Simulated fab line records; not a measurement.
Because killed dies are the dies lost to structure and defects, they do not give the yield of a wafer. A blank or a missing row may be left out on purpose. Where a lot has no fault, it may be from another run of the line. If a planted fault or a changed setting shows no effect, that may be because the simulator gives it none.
Split-lot study || flow n5 finfet || 7 lots, 39 wafers read, on a route of 1938 steps

THE SPLIT ITSELF
At N5_HKMG_FIN_ETCH_55 (etches SOC in N2/H2, target depth 240 nm, time 300 s), the setting bias w was moved away from the recipe's 150 W on 15 of the 39 wafers read, by -11.7% to +17.8%. All remaining wafers had this setting at the recipe value.

The reading is taken at the split's own step.

THE READING
rf vpp V, in V, at N5_HKMG_FIN_ETCH_55 (etches SOC in N2/H2, target depth 240 nm, time 300 s). Typical for fault-free wafers on this fab line: 523.0 V, with standard deviation 2 V.

{"wafer": "L074.1", "tool, chamber at the split": "rie diel-06, 1", "bias w as run, W": 150, "against the recipe": "recipe", "rf vpp V, V": 523.8, "against lot-mates on the recipe": "-"}
{"wafer": "L074.2", "tool, chamber at the split": "rie diel-06, 0", "bias w as run, W": 150, "against the recipe": "recipe", "rf vpp V, V": 524.1, "against lot-mates on the recipe": "-"}
{"wafer": "L074.4", "tool, chamber at the split": "rie diel-06, 3", "bias w as run, W": 150, "against the recipe": "recipe", "rf vpp V, V": 523.3, "against lot-mates on the recipe": "-"}
{"wafer": "L077.1", "tool, chamber at the split": "rie diel-06, 1", "bias w as run, W": 150, "against the recipe": "recipe", "rf vpp V, V": 523.7, "against lot-mates on the recipe": "-"}
{"wafer": "L077.2", "tool, chamber at the split": "rie diel-06, 0", "bias w as run, W": 176.7, "against the recipe": "+17.8%", "rf vpp V, V": 578.4, "against lot-mates on the recipe": "+54.6"}
{"wafer": "L077.3", "tool, chamber at the split": "rie diel-06, 2", "bias w as run, W": 176.7, "against the recipe": "+17.8%", "rf vpp V, V": 582.7, "against lot-mates on the recipe": "+58.9"}
{"wafer": "L077.4", "tool, chamber at the split": "rie diel-06, 3", "bias w as run, W": 150, "against the recipe": "recipe", "rf vpp V, V": 522.8, "against lot-mates on the recipe": "-"}
{"wafer": "L077.5", "tool, chamber at the split": "rie diel-06, 2", "bias w as run, W": 150, "against the recipe": "recipe", "rf vpp V, V": 524.9, "against lot-mates on the recipe": "-"}
{"wafer": "L077.6", "tool, chamber at the split": "rie diel-06, 1", "bias w as run, W": 176.7, "against the recipe": "+17.8%", "rf vpp V, V": 582.0, "against lot-mates on the recipe": "+58.2"}
{"wafer": "L078.1", "tool, chamber at the split": "rie diel-06, 1", "bias w as run, W": 150, "against the recipe": "recipe", "rf vpp V, V": 523.7, "against lot-mates on the recipe": "-"}
{"wafer": "L078.2", "tool, chamber at the split": "rie diel-06, 3", "bias w as run, W": 132.4, "against the recipe": "-11.7%", "rf vpp V, V": 482.7, "against lot-mates on the recipe": -40.3}
{"wafer": "L078.3", "tool, chamber at the split": "rie diel-06, 2", "bias w as run, W": 132.4, "against the recipe": "-11.7%", "rf vpp V, V": 486.3, "against lot-mates on the recipe": -36.7}
{"wafer": "L078.4", "tool, chamber at the split": "rie diel-06, 0", "bias w as run, W": 150, "against the recipe": "recipe", "rf vpp V, V": 521.5, "against lot-mates on the recipe": "-"}
{"wafer": "L078.5", "tool, chamber at the split": "rie diel-06, 3", "bias w as run, W": 150, "against the recipe": "recipe", "rf vpp V, V": 523.8, "against lot-mates on the recipe": "-"}
{"wafer": "L078.6", "tool, chamber at the split": "rie diel-06, 2", "bias w as run, W": 132.4, "against the recipe": "-11.7%", "rf vpp V, V": 485.4, "against lot-mates on the recipe": -37.6}
{"wafer": "L079.1", "tool, chamber at the split": "rie diel-03, 2", "bias w as run, W": 150, "against the recipe": "recipe", "rf vpp V, V": 521.5, "against lot-mates on the recipe": "-"}
{"wafer": "L079.2", "tool, chamber at the split": "rie diel-03, 3", "bias w as run, W": 175.4, "against the recipe": "+16.9%", "rf vpp V, V": 581.0, "against lot-mates on the recipe": "+56.3"}
{"wafer": "L079.3", "tool, chamber at the split": "rie diel-03, 0", "bias w as run, W": 175.4, "against the recipe": "+16.9%", "rf vpp V, V": 574.6, "against lot-mates on the recipe": "+49.9"}
{"wafer": "L079.4", "tool, chamber at the split": "rie diel-03, 1", "bias w as run, W": 150, "against the recipe": "recipe", "rf vpp V, V": 528.3, "against lot-mates on the recipe": "-"}
{"wafer": "L079.5", "tool, chamber at the split": "rie diel-03, 2", "bias w as run, W": 175.4, "against the recipe": "+16.9%", "rf vpp V, V": 574.4, "against lot-mates on the recipe": "+49.7"}
{"wafer": "L079.6", "tool, chamber at the split": "rie diel-03, 1", "bias w as run, W": 150, "against the recipe": "recipe", "rf vpp V, V": 524.2, "against lot-mates on the recipe": "-"}
{"wafer": "L089.1", "tool, chamber at the split": "rie diel-03, 3", "bias w as run, W": 150, "against the recipe": "recipe", "rf vpp V, V": 524.5, "against lot-mates on the recipe": "-"}
{"wafer": "L089.2", "tool, chamber at the split": "rie diel-03, 0", "bias w as run, W": 150, "against the recipe": "recipe", "rf vpp V, V": 519.4, "against lot-mates on the recipe": "-"}
{"wafer": "L089.3", "tool, chamber at the split": "rie diel-03, 1", "bias w as run, W": 150, "against the recipe": "recipe", "rf vpp V, V": 526.8, "against lot-mates on the recipe": "-"}
{"wafer": "L089.4", "tool, chamber at the split": "rie diel-03, 1", "bias w as run, W": 150, "against the recipe": "recipe", "rf vpp V, V": 525.1, "against lot-mates on the recipe": "-"}
{"wafer": "L089.5", "tool, chamber at the split": "rie diel-03, 0", "bias w as run, W": 150, "against the recipe": "recipe", "rf vpp V, V": 522.0, "against lot-mates on the recipe": "-"}
{"wafer": "L089.6", "tool, chamber at the split": "rie diel-03, 3", "bias w as run, W": 150, "against the recipe": "recipe", "rf vpp V, V": 525.4, "against lot-mates on the recipe": "-"}
{"wafer": "L091.1", "tool, chamber at the split": "rie diel-01, 2", "bias w as run, W": 135.5, "against the recipe": "-9.7%", "rf vpp V, V": 489.0, "against lot-mates on the recipe": -33.0}
{"wafer": "L091.2", "tool, chamber at the split": "rie diel-01, 0", "bias w as run, W": 150, "against the recipe": "recipe", "rf vpp V, V": 523.0, "against lot-mates on the recipe": "-"}
{"wafer": "L091.3", "tool, chamber at the split": "rie diel-01, 3", "bias w as run, W": 150, "against the recipe": "recipe", "rf vpp V, V": 522.8, "against lot-mates on the recipe": "-"}
{"wafer": "L091.4", "tool, chamber at the split": "rie diel-01, 3", "bias w as run, W": 150, "against the recipe": "recipe", "rf vpp V, V": 520.2, "against lot-mates on the recipe": "-"}
{"wafer": "L091.5", "tool, chamber at the split": "rie diel-01, 0", "bias w as run, W": 135.5, "against the recipe": "-9.7%", "rf vpp V, V": 489.5, "against lot-mates on the recipe": -32.5}
{"wafer": "L091.6", "tool, chamber at the split": "rie diel-01, 2", "bias w as run, W": 135.5, "against the recipe": "-9.7%", "rf vpp V, V": 489.3, "against lot-mates on the recipe": -32.7}
{"wafer": "L093.1", "tool, chamber at the split": "rie diel-01, 1", "bias w as run, W": 150, "against the recipe": "recipe", "rf vpp V, V": 523.3, "against lot-mates on the recipe": "-"}
{"wafer": "L093.2", "tool, chamber at the split": "rie diel-01, 0", "bias w as run, W": 150, "against the recipe": "recipe", "rf vpp V, V": 523.1, "against lot-mates on the recipe": "-"}
{"wafer": "L093.3", "tool, chamber at the split": "rie diel-01, 3", "bias w as run, W": 174.8, "against the recipe": "+16.5%", "rf vpp V, V": 577.1, "against lot-mates on the recipe": "+54.3"}
{"wafer": "L093.4", "tool, chamber at the split": "rie diel-01, 2", "bias w as run, W": 174.8, "against the recipe": "+16.5%", "rf vpp V, V": 575.1, "against lot-mates on the recipe": "+52.3"}
{"wafer": "L093.5", "tool, chamber at the split": "rie diel-01, 3", "bias w as run, W": 174.8, "against the recipe": "+16.5%", "rf vpp V, V": 575.2, "against lot-mates on the recipe": "+52.4"}
{"wafer": "L093.6", "tool, chamber at the split": "rie diel-01, 0", "bias w as run, W": 150, "against the recipe": "recipe", "rf vpp V, V": 521.9, "against lot-mates on the recipe": "-"}

THE FIT
A straight line over all 39 wafers: rf vpp V changes by +3.24 V for each +1% of bias w; r = +1.00; the points scatter about the line by 2.1 V.
The same after taking each lot's own level away (the mean of its wafers on the recipe; 39 wafers): +3.2 V for each +1%; r = +1.00; scatter 2 V.
That fit puts the effect of the largest move of bias w on the reading at 57 V.
Measured against the standard deviation above, the lots' own levels, which go from 522.00 to 524.67 V, span 1.3 times it.
The two slopes agree, so the slope changes little with the lot-to-lot level.
Check: with one of the wafers moved furthest among these (+17.8%) left out of the fit, the line predicts +56.9 V for it against its lot-mates. It came out at +54.6 V against them.
Tool readings at the split's step, against how far the setting was moved: rf vpp V r = +1.00.

FURTHER SPLITS ON THESE WAFERS
Note: prior to the reading, these wafers also went through further splits. Each is held against what the fit with the lots' levels taken away leaves over:
{"other split on the same wafers": "N5_WELL_APT_IMPLANT_15 energy kev", "wafers away from the commonest value": 15, "r with rf vpp V (lot level and that fit taken away)": -0.06}
{"other split on the same wafers": "N5_FIN_CUT_CUT_ETCH_26 target depth a", "wafers away from the commonest value": 12, "r with rf vpp V (lot level and that fit taken away)": -0.21}
{"other split on the same wafers": "N5_DUMMY_GATE_ETCH_31 target depth a", "wafers away from the commonest value": 15, "r with rf vpp V (lot level and that fit taken away)": "+0.06"}
{"other split on the same wafers": "N5_SD_EPI_P_ETCH_37 source w", "wafers away from the commonest value": 15, "r with rf vpp V (lot level and that fit taken away)": -0.15}

THE WHOLE CHAIN: every reading that the file lists as answering this split, in the file's order
{"step": "N5_HKMG_FIN_ETCH_55", "what it does": "etches SOC in N2/H2, target depth 240 nm, time 300 s", "reading": "rf vpp V", "change (the file's fit)": "+3.2 V for each +1% of the setting", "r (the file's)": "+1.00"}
{"step": "N5_HKMG_FIN_ETCH_55", "what it does": "etches SOC in N2/H2, target depth 240 nm, time 300 s", "reading": "SiARC_of_HKMG_FIN_COAT_42.thk nm (the simulator's own value, which no gauge read)", "change (the file's fit)": "-0.161 nm for each +1% of the setting", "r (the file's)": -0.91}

FILE'S OWN FIT
rf vpp V changes by +3.2 V for each +1% of bias w, r = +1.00.
